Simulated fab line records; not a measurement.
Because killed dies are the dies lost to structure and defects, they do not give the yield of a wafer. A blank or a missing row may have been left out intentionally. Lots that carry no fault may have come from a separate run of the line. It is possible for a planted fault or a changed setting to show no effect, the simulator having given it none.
Which tool did it?	flow nandHarc	Sampling: 9 lots, 23 wafers, 9 of 1159 route steps

WHAT EACH GAUGE READ, for each wafer
NHARC_A_CHANNEL_HOLE_D1_CD_MEAS_10: the cd target is 100 nm. Usual: cdNm at 99.8 nm, with a standard deviation of 0.61.
lot	measured	on	cdNm (nm)	flag
L379	day 8 14:54	cdSem-02	99.8 99.8 99.5	
L382	day 9 11:39	cdSem-02	99.1 98.8 99.2	
L384	day 10 16:41	cdSem-02	99.3 99.0 99.5	
L391	day 11 23:59	cdSem-01	117.0 116.8	OFF
L392	day 12 01:38	cdSem-01	117.0 117.1	OFF
L393	day 12 07:07	cdSem-01	100.0 100.5 99.7	
L394	day 12 16:11	cdSem-02	98.9 100.1 99.5	
L395	day 13 07:34	cdSem-03	99.4 100.4 99.8	
L399	day 13 17:21	cdSem-01	99.6 99.4 100.5	

NHARC_A_CHANNEL_HOLE_D1_CD_MEAS_18. Usual: cdNm at 99 nm, with a standard deviation of 3.1.
lot	measured	on	cdNm (nm)	flag
L379	day 8 16:12	cdSem-03	107 92 99	
L382	day 9 12:57	cdSem-01	94 101 105	
L384	day 10 17:58	cdSem-03	100 107 96	
L391	day 12 08:47	cdSem-01	115 115	OFF
L392	day 12 04:31	cdSem-03	115 115	OFF
L393	day 12 08:38	cdSem-02	97 100 96	
L394	day 12 17:28	cdSem-01	99 101 98	
L395	day 13 08:52	cdSem-01	97 100 98	
L399	day 13 18:52	cdSem-01	97 94 98	

NHARC_END_WLT_00. Usual: VT_DECK1_BOTTOM 0.872, standard deviation 0.0069; VT_DECK1_BOTTOM_INNER 0.872, standard deviation 0.0075; VT_DECK1_MEDIAN_NEAR_BOTTOM 0.873, standard deviation 0.0078; VT_DECK1_MEDIAN_NEAR_BOTTOM_INNER 0.873, standard deviation 0.007; VT_DECK1_MIDDLE 0.884, standard deviation 0.0068; VT_DECK1_MIDDLE_INNER 0.884, standard deviation 0.0071; VT_DECK1_TOP 0.896, standard deviation 0.007; VT_DECK1_TOP_INNER 0.895, standard deviation 0.0075.
lot	measured	on	VT_DECK1_BOTTOM	VT_DECK1_BOTTOM_INNER	VT_DECK1_MEDIAN_NEAR_BOTTOM	VT_DECK1_MEDIAN_NEAR_BOTTOM_INNER	VT_DECK1_MIDDLE	VT_DECK1_MIDDLE_INNER	VT_DECK1_TOP	VT_DECK1_TOP_INNER	flag
L379	day 19 07:21	prober-01	0.876 0.866 0.863	0.872 0.864 0.864	0.867 0.851 0.859	0.875 0.859 0.870	0.884 0.879 0.883	0.872 0.876 0.884	0.885 0.883 0.888	0.893 0.887 0.876	
L382	day 24 01:13	prober-02	0.871 0.871 0.869	0.880 0.866 0.874	0.870 0.875 0.871	0.867 0.885 0.876	0.881 0.891 0.885	0.880 0.886 0.885	0.896 0.900 0.898	0.898 0.900 0.896	
L384	day 24 10:10	prober-01	0.881 0.874 0.875	0.878 0.873 0.874	0.882 0.876 0.879	0.882 0.874 0.875	0.887 0.890 0.887	0.898 0.889 0.894	0.901 0.901 0.897	0.898 0.902 0.898	
L391	day 26 23:59	prober-01	0.910	0.904	0.906	0.912	0.926	0.920	0.927	0.921	OFF
L392	day 25 17:11	prober-02	0.930	0.922	0.929	0.919	0.936	0.939	0.939	0.942	OFF
L393	day 25 23:30	prober-02	0.878 0.869 0.874	0.880 0.873 0.878	0.872 0.877 0.880	0.878 0.874 0.875	0.888 0.889 0.881	0.890 0.880 0.888	0.899 0.888 0.895	0.897 0.900 0.897	
L394	day 25 16:42	prober-01	0.871 0.866 0.870	0.873 0.857 0.871	0.868 0.872 0.869	0.866 0.868 0.867	0.878 0.883 0.878	0.889 0.882 0.889	0.896 0.902 0.891	0.892 0.901 0.886	
L395	day 26 07:49	prober-01	0.875 0.870 0.871	0.871 0.881 0.872	0.886 0.860 0.873	0.876 0.878 0.870	0.878 0.886 0.883	0.884 0.884 0.889	0.892 0.900 0.895	0.894 0.898 0.894	
L399	day 26 16:08	prober-02	0.883 0.871 0.874	0.873 0.874 0.878	0.878 0.880 0.881	0.881 0.876 0.875	0.891 0.886 0.892	0.894 0.887 0.890	0.889 0.902 0.903	0.896 0.899 0.891	

NHARC_END_SORT_01. Usual: killedAtArray 27, standard deviation 12; killedAtOther 0.9, standard deviation 1.1; killedAtPeriphery 3.2, standard deviation 2.4; killedDies 31, standard deviation 12; killedOpen 3.3, standard deviation 1.7; killedShort 2.0, standard deviation 1.6.
lot	measured	on	killedAtArray	killedAtOther	killedAtPeriphery	killedDies	killedOpen	killedShort	flag
L391	day 27 04:28	prober-01	320	0	2	322	0	1	OFF
L392	day 25 21:06	prober-02	126	1	1	128	3	5	OFF

WHAT TOOL EACH LOT RAN ON (gives the tool, then ch and the chambers of the sampled wafers, and finally the start)
lot	NHARC_P_BONDPAD_ACTIVATE_29	NHARC_A_ZERO_WELL_ETCH_13	NHARC_A_CHANNEL_HOLE_D1_PEB_08	NHARC_A_CHANNEL_HOLE_D1_ETCH_21	NHARC_A_CHANNEL_HOLE_D1_XSEM_31
L379	rieDiel-04 ch 1,2,3, day 6 22:15	rieSi-05 ch 0,2,3, day 6 23:53	lithoTrack-06 ch 0, day 8 14:49	harEtch-02 ch 0,1, day 8 16:46	xsem-02 ch 0, day 8 21:54
L382	rieDiel-04 ch 0,1,2, day 7 20:22	rieSi-03 ch 0,1,3, day 7 21:53	lithoTrack-06 ch 0, day 9 11:34	harEtch-02 ch 0,1, day 9 13:46	xsem-01 ch 0, day 9 19:20
L384	rieDiel-04 ch 2,3, day 8 15:52	rieSi-03 ch 0,1, day 8 17:28	lithoTrack-06 ch 0, day 10 16:36	harEtch-02 ch 0,1, day 10 18:38	xsem-01 ch 0, day 10 23:43
L391	rieDiel-04 ch 1, day 10 07:01	rieSi-05 ch 0, day 10 08:33	lithoTrack-06 ch 0, day 11 23:54	harEtch-02 ch 0, day 12 14:23	xsem-02 ch 0, day 12 20:59
L392	rieDiel-04 ch 3, day 10 07:17	rieSi-03 ch 2, day 10 08:56	lithoTrack-06 ch 0, day 12 01:33	harEtch-01 ch 0, day 12 08:25	xsem-01 ch 0, day 12 22:16
L393	rieDiel-12 ch 0,2, day 10 16:06	rieSi-02 ch 1,2,3, day 10 17:45	lithoTrack-04 ch 0, day 12 07:02	harEtch-02 ch 0, day 12 09:13	xsem-02 ch 0, day 12 14:19
L394	rieDiel-04 ch 1,2,3, day 11 00:55	rieSi-03 ch 1,2,3, day 11 02:31	lithoTrack-04 ch 0, day 12 16:05	harEtch-01 ch 0,1, day 12 18:07	xsem-01 ch 0, day 12 23:11
L395	rieDiel-04 ch 0,1,2, day 11 15:41	rieSi-02 ch 1,3, day 11 17:17	lithoTrack-04 ch 0, day 13 07:29	harEtch-01 ch 0, day 13 09:22	xsem-01 ch 0, day 13 14:34
L399	rieDiel-04 ch 0,1, day 11 23:04	rieSi-05 ch 1,2, day 12 00:40	lithoTrack-04 ch 0, day 13 17:16	harEtch-02 ch 0,1, day 13 19:31	xsem-01 ch 0, day 14 01:01
- NHARC_P_BONDPAD_ACTIVATE_29: chemistry N2, time 60 s.
- NHARC_A_ZERO_WELL_ETCH_13: etches the open film in HBr/Cl2, target depth 120 nm, time 40.1 s.
- NHARC_A_CHANNEL_HOLE_D1_PEB_08: peb time 65 s.
- NHARC_A_CHANNEL_HOLE_D1_ETCH_21: etches the open film in C4F8/O2/Ar, time 514.3 s, target depth 1600 nm.
- NHARC_A_CHANNEL_HOLE_D1_XSEM_31

WHAT THE TOOLS THEMSELVES READ (means of the sampled wafers that have a number; where no wafer has one, the mark that the record gives instead)
NHARC_P_BONDPAD_ACTIVATE_29. Usual: drypumpMotorCurrentA 5.7 A, standard deviation 0.58; mfcArSccm 0.010 sccm, standard deviation 0.012; oesProductAu 1.005 a.u., standard deviation 0.014; rfVppV 64.1 V, standard deviation 0.87; showerheadPlenumPTorr 1.79 Torr, standard deviation 0.066.
lot	tool	drypumpMotorCurrentA (A)	mfcArSccm (sccm)	oesProductAu (a.u.)	rfVppV (V)	showerheadPlenumPTorr (Torr)	flag
L379	rieDiel-04	5.6	0.016	0.997	64.6	1.81	
L382	rieDiel-04	5.2	0.006	1.022	63.5	1.77	
L384	rieDiel-04	5.7	0.010	1.004	64.3	1.85	
L391	rieDiel-04	5.0	0.017	1.013	64.8	1.73	
L392	rieDiel-04	6.5	0.030	0.990	66.4	1.81	
L393	rieDiel-12	5.9	0.000	1.015	63.3	1.80	
L394	rieDiel-04	5.6	0.016	1.012	64.3	1.80	
L395	rieDiel-04	5.2	0.006	1.018	64.4	1.76	
L399	rieDiel-04	5.2	0.006	1.004	63.2	1.70	

NHARC_A_ZERO_WELL_ETCH_13. Usual: biasW 100.02 W, standard deviation 0.29; drypumpMotorCurrentA 5.6 A, standard deviation 0.44; oesProductAu 0.992 a.u., standard deviation 0.012; throttleValvePct 26.405 %, standard deviation 0.0092.
lot	tool	biasW (W)	drypumpMotorCurrentA (A)	oesProductAu (a.u.)	throttleValvePct (%)	flag
L379	rieSi-05	99.90	5.4	0.997	26.404	
L382	rieSi-03	100.27	6.0	1.000	26.409	
L384	rieSi-03	100.11	5.9	1.004	26.403	
L391	rieSi-05	99.66	5.1	1.000	26.409	
L392	rieSi-03	99.76	5.9	0.993	26.399	
L393	rieSi-02	100.14	5.6	0.994	26.402	
L394	rieSi-03	100.02	6.0	0.981	26.406	
L395	rieSi-02	99.56	5.8	0.983	26.411	
L399	rieSi-05	99.74	5.2	1.007	26.406	

NHARC_A_CHANNEL_HOLE_D1_ETCH_21. Usual: drypumpMotorCurrentA 5.8 A, standard deviation 0.46; escClampCurrentUA 0.02082, standard deviation 0.00023; mfcArSccm 375.2 sccm, standard deviation 1.1; o2FlowSccm 35.71 sccm, standard deviation 0.1; showerheadPlenumPTorr 3.73 Torr, standard deviation 0.14; throttleValvePct 32.154 %, standard deviation 0.0096.
lot	tool	drypumpMotorCurrentA (A)	escClampCurrentUA	mfcArSccm (sccm)	o2FlowSccm (sccm)	showerheadPlenumPTorr (Torr)	throttleValvePct (%)	flag
L379	harEtch-02	6.3	0.02086	375.1	35.77	3.76	32.157	
L382	harEtch-02	6.0	0.02072	375.2	35.75	3.64	32.155	
L384	harEtch-02	6.0	0.02073	374.9	35.66	3.63	32.147	
L391	harEtch-02	5.7	0.02048	374.2	35.75	3.51	32.149	
L392	harEtch-01	5.5	0.02105	374.2	35.72	3.75	32.147	
L393	harEtch-02	5.7	0.02054	376.9	35.64	3.50	32.153	
L394	harEtch-01	5.5	0.02089	375.6	35.80	3.77	32.163	
L395	harEtch-01	5.5	0.02105	376.1	35.69	3.75	32.161	
L399	harEtch-02	6.4	0.02090	374.8	35.82	3.73	32.144	

NHARC_A_CHANNEL_HOLE_D1_XSEM_31. Usual: botCdNm 75.0 nm, standard deviation 1.5; bowNm 8.69 nm, standard deviation 0.25; tiltDeg 0.09 degrees, standard deviation 0.05.
lot	tool	botCdNm (nm)	bowNm (nm)	tiltDeg (degrees)	flag
L379	xsem-02	75.0	8.78	-0.03	
L382	xsem-01	75.1	8.75	0.10	
L384	xsem-01	74.5	8.65	0.04	
L391	xsem-02	94.6	8.82	0.04	OFF
L392	xsem-01	92.8	8.58	0.11	OFF
L393	xsem-02	77.0	8.28	0.16	
L394	xsem-01	74.0	9.11	0.09	
L395	xsem-01	76.4	8.51	0.15	
L399	xsem-01	75.0	8.77	0.02	

THE ANSWER, worked out from the rows above alone
Rule: a lot counts as off when the mean over its wafers that have a number is more than 3 standard deviations away from the usual mean. A lot without any number at a reading at which 4 lots or more have one is off too. All remaining lots with rows at the step are treated as sound. The gauges are gone through in route order, then the tools' own readings, and for those a lot's mean is taken as printed above. At the first step where some lot is off, the reading lying furthest off is the one used; lots without a number count as furthest.
Off: L391, L392, at NHARC_A_CHANNEL_HOLE_D1_CD_MEAS_10 (cdNm).
If a tool, at a process step before that reading, ran all the lots that are off and no sound lot after the first of them, it fits. The gauges at NHARC_A_CHANNEL_HOLE_D1_CD_MEAS_10 aren't tried: what is off there is off at NHARC_END_WLT_00 too, on other tools, and a gauge's error can't cause that. One candidate fits, namely lithoTrack-06 at NHARC_A_CHANNEL_HOLE_D1_PEB_08. A fault onset in the window from L384 (day 10 16:36, its last sound lot) to L391 (day 11 23:54, its first lot off) fits.

WHAT WAS PUT IN BY THE SIMULATOR
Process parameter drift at NHARC_A_CHANNEL_HOLE_D1_PEB_08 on lithoTrack-06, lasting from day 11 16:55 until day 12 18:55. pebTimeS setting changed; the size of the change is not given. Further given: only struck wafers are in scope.
Struck lots among those shown: L391, L392. Same finding as the rule above.
